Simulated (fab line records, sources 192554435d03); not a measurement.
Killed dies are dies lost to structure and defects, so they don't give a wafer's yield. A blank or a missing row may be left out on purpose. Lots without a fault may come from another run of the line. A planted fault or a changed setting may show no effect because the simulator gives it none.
fab line records | flow n5_finfet
record lots=5 wafers=15 last_day=17
route steps=1938 shown BEOL_M7@1312 PASSIVATION@1936
lots that met no fault: from a run of the same line without faults
start_h: hours from the record's first day to the start of the lot's first wafer shown | wait_h: hours since the lot's step before | " the same as in the row above | L1.1+2: a row that stands for several wafers | - no value, or no start given | * or withheld: withheld | < > ~ a bound
route shown NAME@n: a module of which the file shows steps, and the number in the route of the first | usual: mean/standard deviation of fault-free wafers | same: alike in all rows | chamber/n: place in a boat | sites: the reading at each site | _std_site: their standard deviation | _edge_site: outer sites' mean less inner sites' | radius_mm: how far each site lies from the wafer's centre | mask NAME#n: copy n | behind: the tool/chamber that last shaped the wafer | hold: why the lot was held/for how many hours/how that ended | device: the transistor (n, p or np) that didn't switch | end of line: the same wafers' tests at the end of the route | a step without rows: its recipe alone | killed: dies lost to structure and defects at the first sort, not the wafer's yield | map: a wafer's dies, x killed, . not, _ none there
set.NAME: the setting as run; set.NAME@STEP: as run at that earlier step | model.NAME: the simulator's own value behind a step, which no gauge read
lots at some steps of the route; a table a step, a row a wafer
services: from which hour (start_h, from the record's first day; less than 0 if before it) a tool's chamber was out of use, for how many hours, and why
## steps
# step N5_BEOL_M7_HM_STRIP_39
# recipe chemistry=peroxide_tin_strip material=TiN target_depth_a=250 temp_c=50 time_s=158
# step N5_BEOL_M7_SRD_40
# recipe time_s=30 temp_c=23 rinse_liquid=diw dry=ipa_marangoni
# step N5_BEOL_M7_PRECLEAN_42
# recipe chemistry=residue_remover time_s=60 temp_c=40
# step N5_BEOL_M7_SRD_43
# recipe time_s=30 temp_c=23 rinse_liquid=diw dry=ipa_marangoni
# step N5_BEOL_M7_CD_MEAS_35
# recipe target_cd_nm=40 polarity=opening
# usual cd_nm=40.4/0.68
# columns lot.wafer tool chamber start_h wait_h cd_nm
L459.2 cd_sem-03 - 215.26 0.0 40.1
L459.3 " - " " 39.3
L459.5 " - " " 41.0
L461.1 cd_sem-03 - 226.08 0.0 40.7
L461.2 " - " " 40.6
L461.6 " - " " 40.7
L467.2 cd_sem-01 - 259.02 0.0 40.7
L467.4 " - " " 38.9
L467.6 " - " " 39.4
L473.4 cd_sem-02 - 310.10 0.0 41.2
L473.5 " - " " 41.8
L473.6 " - " " 40.8
L476.1 cd_sem-03 - 323.00 0.0 38.8
L476.5 " - " " 39.2
L476.6 " - " " 39.4
# step N5_BEOL_M7_CURE_75
# recipe temp_c=370 time_s=120 ambient=DMADMS/He material=SiCOH_lowk
# usual lamp_power_pct=52.32/0.055 wafer_temp_C_max=371.6/0.65
# columns lot.wafer tool chamber start_h wait_h lamp_power_pct wafer_temp_C_max
L459.2 uv_cure-02 0 215.35 0.1 52.30 371.2
L459.3 " 0 " " 52.44 371.5
L459.5 " 0 " " 52.29 371.4
L461.1 uv_cure-01 2 226.12 0.0 52.27 371.6
L461.2 " 2 " " 52.35 370.7
L461.6 " 2 " " 52.38 371.1
L467.2 uv_cure-01 2 259.11 0.1 52.25 371.0
L467.4 " 2 " " 52.32 371.3
L467.6 " 2 " " 52.34 370.8
L473.4 uv_cure-03 1 310.28 0.2 52.32 371.3
L473.5 " 1 " " 52.34 371.2
L473.6 " 1 " " 52.28 371.5
L476.1 uv_cure-03 1 323.04 0.0 52.26 370.8
L476.5 " 1 " " 52.29 371.0
L476.6 " 1 " " 52.38 371.5
# step N5_BEOL_M7_DEGAS_44
# recipe ambient=vacuum temp_c=250 time_s=60
# usual heater_power_w=335/25 susceptor_temp_C=250.02/0.17
# columns lot.wafer tool chamber start_h wait_h heater_power_w susceptor_temp_C
L459.2 pvd_sputter-01 - 216.02 0.6 304 250.02
L459.3 " - " " 313 250.10
L459.5 " - " " 337 250.17
L461.1 pvd_sputter-01 - 226.74 0.6 335 250.05
L461.2 " - " " 310 249.99
L461.6 " - " " 308 250.02
L467.2 pvd_sputter-01 - 259.55 0.4 334 249.47
L467.4 " - " " 327 250.24
L467.6 " - " " 301 250.19
L473.4 pvd_sputter-02 - 310.64 0.3 331 250.22
L473.5 " - " " 409 249.81
L473.6 " - " " 343 250.21
L476.1 pvd_sputter-02 - 323.42 0.3 411 249.96
L476.5 " - " " 344 249.92
L476.6 " - " " 332 249.94
# step N5_BEOL_M7_PRE_CLEAN_45
# recipe gas=H2/He time_s=30 temp_c=250
# step N5_BEOL_M7_ALD_77
# recipe material=TaN target_thk_a=20 temp_c=275 ald_precursor_family=PDMAT ald_co_reactant=NH3 pressure_torr=3 carrier_flow_sccm=1500 pulse_time_s=2 purge_time_s=3 co_reactant_purge_time_s=2 co_reactant_pulse_time_s=3 ald_cycles=40 precursor_vessel_temp_c=75 precursor_vessel_pressure_torr=26.25 precursor_vessel_carrier_sccm=1000
# usual heater_power_w=408/29 susceptor_temp_C=275.01/0.19
# same ald_cycles=40
# columns lot.wafer tool chamber start_h wait_h heater_power_w susceptor_temp_C
L459.2 ald_metal-02 3 216.12 0.0 356 275.22
L459.3 " 2 " " 411 275.29
L459.5 " 0 " " 404 275.17
L461.1 ald_metal-02 0 226.84 0.0 411 275.00
L461.2 " 3 " " 364 274.66
L461.6 " 0 " " 408 275.03
L467.2 ald_metal-02 0 259.88 0.3 413 275.19
L467.4 " 1 " " 433 274.62
L467.6 " 2 " " 405 275.33
L473.4 ald_metal-03 2 310.87 0.2 423 275.14
L473.5 " 0 " " 449 275.02
L473.6 " 3 " " 401 274.82
L476.1 ald_metal-04 0 323.52 0.0 420 275.16
L476.5 " 3 " " 382 275.00
L476.6 " 0 " " 415 275.18
# step N5_BEOL_M7_SURFACE_TREAT_79
# recipe gas=Ar time_s=* ion_energy_ev=* ion_current_ma_cm2=0.5 pressure_mtorr=* ar_flow_sccm=30
# usual throttle_valve_pct=*
# columns lot.wafer tool chamber start_h wait_h throttle_valve_pct
L459.2 pvd_sputter-01 - 216.48 0.2 *
L459.3 " - " " *
L459.5 " - " " *
L461.1 pvd_sputter-03 - 227.57 0.6 *
L461.2 " - " " *
L461.6 " - " " *
L467.2 pvd_sputter-01 - 260.23 0.2 *
L467.4 " - " " *
L467.6 " - " " *
L473.4 pvd_sputter-01 - 311.21 0.2 *
L473.5 " - " " *
L473.6 " - " " *
L476.1 pvd_sputter-02 - 323.83 0.2 *
L476.5 " - " " *
L476.6 " - " " *
# step N5_BEOL_M7_CVD_78
# recipe material=Co target_thk_a=20 temp_c=withheld precursor=CCTBA/H2 pressure_torr=30 time_s=142.3
# step N5_BEOL_M7_SPUTTER_48
# recipe material=Cu target_thk_a=100 temp_c=-20 bias_v=60 power_w=26000 chamber_pressure_pa=0.13 time_s=1.667
# usual susceptor_temp_C=-19.99/0.099 throttle_valve_pct=30.2/1.1
# columns lot.wafer tool chamber start_h wait_h susceptor_temp_C throttle_valve_pct
L459.2 pvd_sputter-03 - 217.92 1.1 -19.94 29.9
L459.3 " - " " -20.10 30.9
L459.5 " - " " -19.98 30.5
L461.1 pvd_sputter-02 - 228.25 0.3 -19.95 31.3
L461.2 " - " " -19.89 31.1
L461.6 " - " " -20.07 30.8
L467.2 pvd_sputter-01 - 260.47 0.1 -20.02 31.2
L467.4 " - " " -19.96 29.8
L467.6 " - " " -19.95 28.6
L473.4 pvd_sputter-02 - 311.48 0.1 -19.93 31.1
L473.5 " - " " -19.90 29.8
L473.6 " - " " -20.07 27.6
L476.1 pvd_sputter-03 - 324.09 0.1 -19.99 30.0
L476.5 " - " " -19.88 30.6
L476.6 " - " " -19.91 30.8
# step N5_BEOL_M7_ECD_50
# recipe material=Cu target_thk_a=3000
# columns lot.wafer tool chamber start_h wait_h model.Cu_of_BEOL_M7_ECD_50.thk_nm
L459.2 ecd_cu-02 0 218.04 0.1 303
L459.3 " 1 " " 300.8
L459.5 " 1 " " 306
L461.1 ecd_cu-01 1 228.36 0.1 297.8
L461.2 " 0 " " 299.6
L461.6 " 1 " " 296.2
L467.2 ecd_cu-02 0 260.58 0.1 110.6
L467.4 " 1 " " 298.8
L467.6 " 0 " " 108.2
L473.4 ecd_cu-01 1 311.62 0.1 297.2
L473.5 " 1 " " 295.6
L473.6 " 0 " " 300
L476.1 ecd_cu-01 0 324.20 0.1 296.8
L476.5 " 1 " " 299.2
L476.6 " 0 " " 299.6
# step N5_BEOL_M7_ANNEAL_51
# recipe temp_c=225 time_s=90 ambient=N2
# step N5_BEOL_M7_CMP_52
# recipe stop_on=SiCOH_lowk t_overpolish_s=6.9 down_force_psi=1 platen_rpm=50 clearing_platen_down_force_psi=1.5 clearing_platen_rpm=50 post_cmp_clean=cu_alkaline target_thk_nm=80 clearing_platen_pad_velocity_m_s=0.99484 pad_velocity_m_s=0.99484
# usual clearing_platen_down_force_psi=1.499/0.0031 motor_current_A=5.8/0.41 pad_life_wafers=1015/770 slurry_flow_ml_min=149.9/0.5 time_to_endpoint_s=61.0/2.9
# columns lot.wafer tool chamber start_h wait_h clearing_platen_down_force_psi motor_current_A pad_life_wafers slurry_flow_ml_min time_to_endpoint_s
L459.3 cmp-04 2 218.51 0.2 1.502 6.1 1376 149.9 64.6
L459.2 " 3 " " 1.493 5.8 1377 150.4 60.3
L459.5 " 0 " " 1.499 5.6 - 149.3 65.1
L461.1 cmp-02 0 229.24 0.3 1.502 5.6 2012 149.8 64.6
L461.2 " 1 " " 1.501 6.7 2013 149.2 58.8
L461.6 " 2 " " 1.493 4.8 - 149.6 60.0
L467.2 cmp-02 2 260.99 0.2 1.500 4.9 168 150.1 24.0
L467.4 " 1 " " 1.499 6.6 171 149.7 63.4
L467.6 " 2 " " 1.506 5.0 - 150.4 27.7
L473.4 cmp-04 2 312.33 0.1 1.494 6.1 36 149.5 61.8
L473.6 " 2 " " 1.498 6.0 - 149.6 60.6
L473.5 " 3 " " 1.496 5.6 - 150.8 56.8
L476.1 cmp-04 1 324.78 0.3 1.500 6.2 152 150.1 59.9
L476.6 " 3 " " 1.499 5.4 - 150.2 60.5
L476.5 " 0 " " 1.497 5.9 - 150.9 62.4
# step N5_BEOL_M7_THK_MEAS_53
# recipe thk_meas_gauge=xrf reads=Cu_of_BEOL_M7_ECD_50
# usual M7_THK=78.9/2.3
# columns lot.wafer tool chamber start_h wait_h M7_THK[nm]
L459.2 film_metro-02 - 218.73 - 80.6
L459.3 " - " " 76.2
L459.5 " - " " 78.0
L461.1 film_metro-01 - 229.46 - 75.7
L461.2 " - " " 75.5
L461.6 " - " " 78.1
L467.2 film_metro-02 - 261.28 - 78.3
L467.4 " - " " 78.8
L467.6 " - " " 82.8
L473.4 film_metro-02 - 312.63 - 78.3
L473.5 " - " " 79.1
L473.6 " - " " 80.7
L476.1 film_metro-02 - 325.00 - 80.0
L476.5 " - " " 82.4
L476.6 " - " " 80.0
# step N5_PASSIVATION_PROBE_49
# usual defect_limited_yield=90.9/1.5 killed_at_M0_to_M3=36/10 killed_at_M4_up=13/5.5 killed_at_contacts=12/5.6 killed_at_front_end=42/12 killed_at_other=4/3.2 killed_dies=108/18 killed_on_rim=15/4.1 killed_open=71/13 killed_short=34/7.8 sort_bin_5_function=5.4/1 sort_bin_6_memory=3.4/0.68 sort_n_pass=1072/18 sort_yield_pct=90.9/1.5
# same gross_dies=1180 killed_at_back_side=0 sort_bin_4_leakage[%]=0 sort_bin_8_speed[%]=0
# columns lot.wafer tool chamber start_h wait_h defect_limited_yield[%] killed_at_M0_to_M3 killed_at_M4_up killed_at_contacts killed_at_front_end killed_at_other killed_dies killed_on_rim killed_open killed_short sort_bin_5_function[%] sort_bin_6_memory[%] sort_n_pass sort_yield_pct[%]
L459.2 prober-02 - 289.21 0.1 90.8 27 10 11 59 1 108 7 73 34 4.9 3.9 1072 90.8
L459.3 prober-02 - 289.26 0.1 90.8 37 14 6 49 3 109 15 78 31 5.4 3.6 1071 90.8
L459.5 prober-02 - 289.36 0.2 92.4 30 12 7 40 1 90 12 53 36 4.1 3.1 1090 92.4
L461.1 prober-01 - 315.87 0.0 92.5 21 10 13 40 4 88 15 69 18 4.2 3.2 1092 92.5
L461.2 prober-01 - 315.92 0.1 91.1 37 15 5 42 6 105 12 68 37 4.8 3.6 1075 91.1
L461.6 prober-01 - 316.12 0.3 93.0 34 25 6 14 4 83 6 60 21 4.2 2.7 1097 93.0
L467.2 prober-02 - 336.88 0.1 90.8 31 14 9 52 3 109 16 74 34 5.3 3.6 1071 90.8
L467.4 prober-02 - 336.98 0.2 90.5 53 14 14 25 6 112 13 70 42 5.8 3.5 1068 90.5
L467.6 prober-02 - 337.08 0.3 89.8 49 15 5 48 3 120 11 75 42 5.7 4.2 1060 89.8
# killed by level:class
L459.2 FIN_SAQP:geometric_particle:open=16 FIN_SAQP:geometric_particle:short=13 STI_FIN_REVEAL:geometric_particle:open=11 BEOL_M0_SAQP:geometric_particle:open=10 MOL_CONTACT_COAG:geometric_particle:open=8 BEOL_M0_SAQP:geometric_particle:short=6 GATE_CUT:geometric_particle:open=4 BEOL_M1:geometric_particle:open=4
L459.3 STI_FIN_REVEAL:geometric_particle:open=15 BEOL_M0_SAQP:geometric_particle:short=8 BEOL_M1:geometric_particle:open=8 FIN_SAQP:geometric_particle:open=7 DUMMY_GATE:geometric_particle:open=7 BEOL_M3:geometric_particle:open=7 FIN_SAQP:geometric_particle:short=6 BEOL_M4:geometric_particle:open=6
L459.5 STI_FIN_REVEAL:geometric_particle:open=8 BEOL_M0_SAQP:geometric_particle:short=8 FIN_SAQP:geometric_particle:short=5 DUMMY_GATE:geometric_particle:open=5 BEOL_M0_SAQP:geometric_particle:open=5 BEOL_M2:geometric_particle:open=5 BEOL_M3:geometric_particle:open=5 FIN_SAQP:geometric_particle:open=4
L461.1 FIN_SAQP:geometric_particle:open=16 MOL_CONTACT_COAG:geometric_particle:open=10 DUMMY_GATE:geometric_particle:open=8 STI_FIN_REVEAL:geometric_particle:open=7 BEOL_M1:geometric_particle:open=6 BEOL_M3:geometric_particle:short=5 BEOL_M4:geometric_particle:open=4 MOL_CONTACT_COAG:geometric_particle:short=3
L461.2 BEOL_M3:geometric_particle:open=14 FIN_SAQP:geometric_particle:open=13 FIN_SAQP:geometric_particle:short=7 BEOL_M0_SAQP:geometric_particle:short=7 DUMMY_GATE:geometric_particle:open=5 STI_FIN_REVEAL:geometric_particle:open=4 STARTING-WAFER:geometric_particle:open=4 BEOL_M1:geometric_particle:open=4
L461.6 BEOL_M4:geometric_particle:open=14 BEOL_M0_SAQP:geometric_particle:open=8 BEOL_M1:geometric_particle:open=7 BEOL_M3:geometric_particle:open=7 MOL_CONTACT_COAG:geometric_particle:open=5 BEOL_M0_SAQP:geometric_particle:short=5 STI_FIN_REVEAL:geometric_particle:open=3 STARTING-WAFER:geometric_particle:short=3
L467.2 STI_FIN_REVEAL:geometric_particle:open=15 DUMMY_GATE:geometric_particle:open=15 BEOL_M0_SAQP:geometric_particle:short=10 FIN_SAQP:geometric_particle:short=7 BEOL_M1:geometric_particle:open=7 BEOL_M0_SAQP:geometric_particle:open=7 MOL_CONTACT_COAG:geometric_particle:open=6 BEOL_M2:geometric_particle:open=4
L467.4 MOL_CONTACT_COAG:geometric_particle:open=11 BEOL_M0_SAQP:geometric_particle:short=11 BEOL_M2:geometric_particle:open=11 STI_FIN_REVEAL:geometric_particle:open=8 BEOL_M0_SAQP:geometric_particle:open=7 BEOL_M1:geometric_particle:open=7 BEOL_M2:geometric_particle:short=7 BEOL_M4:geometric_particle:open=4
L467.6 FIN_SAQP:geometric_particle:open=18 BEOL_M0_SAQP:geometric_particle:short=18 BEOL_M0_SAQP:geometric_particle:open=12 STI_FIN_REVEAL:geometric_particle:open=7 DUMMY_GATE:geometric_particle:open=7 BEOL_M2:geometric_particle:open=6 BEOL_M1:geometric_particle:open=6 BEOL_M4:geometric_particle:open=5
## services
# columns tool chamber start_h hours kind
cmp-04 - 191.97 1.2 repair
uv_cure-02 - 198.27 0.5 repair
ald_metal-02 - 199.93 1.4 repair
ald_metal-04 - 218.32 1.2 pm
uv_cure-01 - 222.49 1.4 repair
cmp-04 - 222.71 5.0 pm
ald_metal-03 - 227.70 28.1 pm
ald_metal-02 - 229.87 1.3 repair
cmp-02 - 235.02 4.0 pm
ald_metal-02 1 236.96 4.1 repair
uv_cure-02 - 268.20 2.1 pm
ald_metal-03 0 269.45 8.5 repair
ald_metal-04 1 271.72 1.9 repair
pvd_sputter-02 - 279.52 3.8 repair
cmp-02 - 288.05 1.8 repair
ecd_cu-01 - 296.85 0.8 repair
ald_metal-03 3 297.82 3.1 repair
cmp-04 - 303.32 4.0 pm
cmp-02 - 304.67 2.7 repair
cmp-04 - 307.32 - consumable_replace:conditioner
ald_metal-03 1 310.68 4.1 repair
ecd_cu-01 - 313.56 1.8 repair
ald_metal-02 - 316.05 14.6 pm
pvd_sputter-01 - 320.04 19.6 repair
## key
first_sign step=N5_BEOL_M7_CMP_52 reading=time_to_endpoint_s direction=down sigmas=12 usual=* struck=*
effect none on later readings
model_effect step=N5_BEOL_M7_ECD_50 value=Cu_of_BEOL_M7_ECD_50.thk_nm without=298.9 struck=109.4
met_at N5_BEOL_M7_ECD_50
struck_wafers L467.2,L467.6
onset_between 218.04 260.58
fault kind=process_parameter_drift tool=ecd_cu-02 chamber=- onset_h=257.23 steps=N5_BEOL_M7_ECD_50 channel=target_thk_a offset=* shape=step end_h=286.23 scope=struck_wafers_only acts_in=* stated=*
